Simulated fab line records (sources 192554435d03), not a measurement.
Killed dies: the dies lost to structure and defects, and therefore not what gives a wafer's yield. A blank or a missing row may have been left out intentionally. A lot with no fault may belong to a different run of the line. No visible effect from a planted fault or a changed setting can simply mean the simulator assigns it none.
A struck lot beside a sound one / flow n5Finfet / 14 steps out of a route of 1938
Sound: these wafers, L250.1, L250.2, L250.6. Wafers struck: L258.2, L258.3, L258.6. Last of all comes the cause.
Each step with rows lists, per side, the tool, then ch with its chambers, then its first start. Under that, the readings that differ: sound wafers / struck wafers / difference of the means / sigmas: that difference in standard deviations of wafers without a fault.
alike: words and numbers the same on both sides, and readings whose means are apart by under 2 such deviations; not compared: readings that were withheld, readings missing a value for some wafer, numbers with overlapping values and no deviation given by the record, and bounds like >300 which may hide the same value.
Wherever a step has rows on one side only, a row that says differs or no value, or a row with sigmas, the two part there. When numbers do not overlap yet have no deviation, they are printed without sigmas and do not part them. A reading missing from all wafers of one side parts the sides only when that side holds two or more wafers.

N5_BEOL_M8_OVL_MEAS_29:
  sound on overlay-01 ch 0, day 9 23:00; struck on overlay-02 ch 0, day 12 11:14
  alike: V7_OVL
N5_BEOL_M8_INSPECT_30: inspects for defects (brightfield).
  sound on defectInspect-01 at day 9 23:04; struck on defectInspect-02 at day 12 11:17
  alike: rawDefectCount
then, 2 steps without rows for these wafers: N5_BEOL_M8_DESCUM_33 (chemistry O2, time 7 s); N5_BEOL_M8_ETCH_72 (etches underlayer in N2/H2, target depth 6.5 nm, time 5.2 s).
N5_BEOL_M8_ETCH_65: etches SiARC in CF4, target depth 15.6 nm, time 26 s.
  sound on rieDiel-05 ch 1,3, day 9 23:14; struck on rieDiel-05 ch 0,1,2, day 12 11:26
  alike: drypumpMotorCurrentA, etchRfOnTimeS, oesProductAu, rfVppV, showerheadPlenumPTorr, throttleValvePct
  not compared: rfHoursCounterH
N5_BEOL_M8_ETCH_66: etches SOC in N2/H2, target depth 80 nm, overetch 16 nm, time 120 s.
  sound on rieDiel-05 ch 1,3, day 9 23:16; struck on rieDiel-05 ch 0,1,2, day 12 11:28
  alike: drypumpMotorCurrentA, oesProductAu, rfVppV, showerheadPlenumPTorr, throttleValvePct
  not compared: rfHoursCounterH
then, 4 steps without rows for these wafers: N5_BEOL_M8_STRIP_69 (strips in N2/H2); N5_BEOL_M8_STRIP_73 (strips in N2/H2); N5_BEOL_M8_VIA_ETCH_34 (etches SiCOH lowk in C4F6/O2, target depth 125.5 nm, time 50.5 s); N5_BEOL_M8_STRIP_76 (strips in C4F6/O2).
N5_BEOL_M8_STRIP_36: strips in N2/H2.
  sound on rieDiel-05 ch 1,3, day 9 23:25; struck on rieDiel-05 ch 0,1,2, day 12 11:37
  alike: drypumpMotorCurrentA, oesProductAu, rfVppV, showerheadPlenumPTorr, throttleValvePct
  not compared: rfHoursCounterH
N5_BEOL_M8_TRENCH_ETCH_37: etches SiCOH lowk in C4F6/O2, target depth 93.478 nm, time 31.2 s.
  sound on rieDiel-05 ch 1,3; struck on rieDiel-05 ch 0,1,2
  alike: drypumpMotorCurrentA, oes_f_703_au, oesProductAu, rfVppV, showerheadPlenumPTorr, throttleValvePct
  not compared: rfHoursCounterH
N5_BEOL_M8_ETCH_41: etches SiCN in CH3F/O2, target depth 31.9 nm, time 57.8 s.
  sound on rieDiel-05 ch 1,3, day 9 23:29; struck on rieDiel-05 ch 0,1,2, day 12 11:41
reading=model.etch.depthNm (nm); sound=21.4 21.12 21.64; struck=18.22 18.96 17.98; difference=-3.00; sigmas=
  alike: drypumpMotorCurrentA, oesProductAu, rfVppV, showerheadPlenumPTorr, throttleValvePct
  not compared: rfHoursCounterH
N5_BEOL_M8_STRIP_80: strips in N2/H2, time 10 s.
  sound on rieDiel-05 ch 1,3; struck on rieDiel-05 ch 0,1,2
  alike: drypumpMotorCurrentA, oesProductAu, rfVppV, showerheadPlenumPTorr, throttleValvePct
  not compared: rfHoursCounterH

WHERE THEY PART
Nowhere in this record.

WHY: what had been put in by the simulator
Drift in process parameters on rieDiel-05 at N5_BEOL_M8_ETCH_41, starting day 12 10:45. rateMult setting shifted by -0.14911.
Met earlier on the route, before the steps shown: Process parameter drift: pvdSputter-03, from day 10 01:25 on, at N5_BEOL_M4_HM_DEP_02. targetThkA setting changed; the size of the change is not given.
